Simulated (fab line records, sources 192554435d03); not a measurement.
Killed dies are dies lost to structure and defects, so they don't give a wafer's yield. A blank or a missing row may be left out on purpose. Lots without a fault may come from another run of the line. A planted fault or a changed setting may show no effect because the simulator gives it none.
Chamber matching | flow n5_finfet | N5_SPACER0_ALD_07 on ald_sin-02: 4 sister chambers
The step deposits SiNx, target thk 2 nm. 8 wafers are shown with their chamber, then 7 later ones without.

WAFERS WITH THEIR CHAMBER
wafer  | chamber | heater_power_w (W) | chamber_pressure_Torr (Torr)
L075.6 | 2       | 862                | 1.999
L077.1 | 3       | 909                | 2.000
L084.1 | 3       | 853                | 2.000
L085.1 | 1       | 682                | 2.003
L085.3 | 2       | 839                | 2.003
L085.4 | 0       | 897                | 1.992
L088.2 | 0       | 918                | 2.004
L088.5 | 1       | 693                | 1.993

WAFERS WITHOUT THEIR CHAMBER
wafer  | heater_power_w (W) | chamber_pressure_Torr (Torr)
L088.6 | 838                | 2.003
L091.2 | 842                | 2.003
L091.5 | 893                | 2.001
L091.6 | 841                | 1.998
L096.3 | 847                | 2.002
L096.4 | 859                | 2.010
L096.6 | 898                | 2.004

WHICH CHAMBER EACH WENT THROUGH
wafer  | from the rows above          | in truth
L088.6 | can't be placed: 2 or 3      | 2
L091.2 | can't be placed: 2 or 3      | 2
L091.5 | can't be placed: 3 or 0 or 2 | 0
L091.6 | can't be placed: 2 or 3      | 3
L096.3 | can't be placed: 2 or 3      | 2
L096.4 | can't be placed: 2 or 3 or 0 | 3
L096.6 | can't be placed: 3 or 0 or 2 | 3
Placed correctly: 0 of 7. Can't be placed from these rows: 7 (the true chamber is among the candidates in 7). Placed wrongly: 0.
How it was worked out, from the rows above alone: a wafer's distance from a chamber is the root of the sum, over the readings, of the square of ((its reading less the chamber's mean) divided by the reading's scatter). The wafer belongs to the nearest chamber; if the next one is less than 2 further off, it can't be placed. A chamber's mean is the mean of its shown wafers. The scatter: the root of (the sum of the squares of (reading less its chamber's mean) over the shown wafers, divided by (wafers less chambers)).
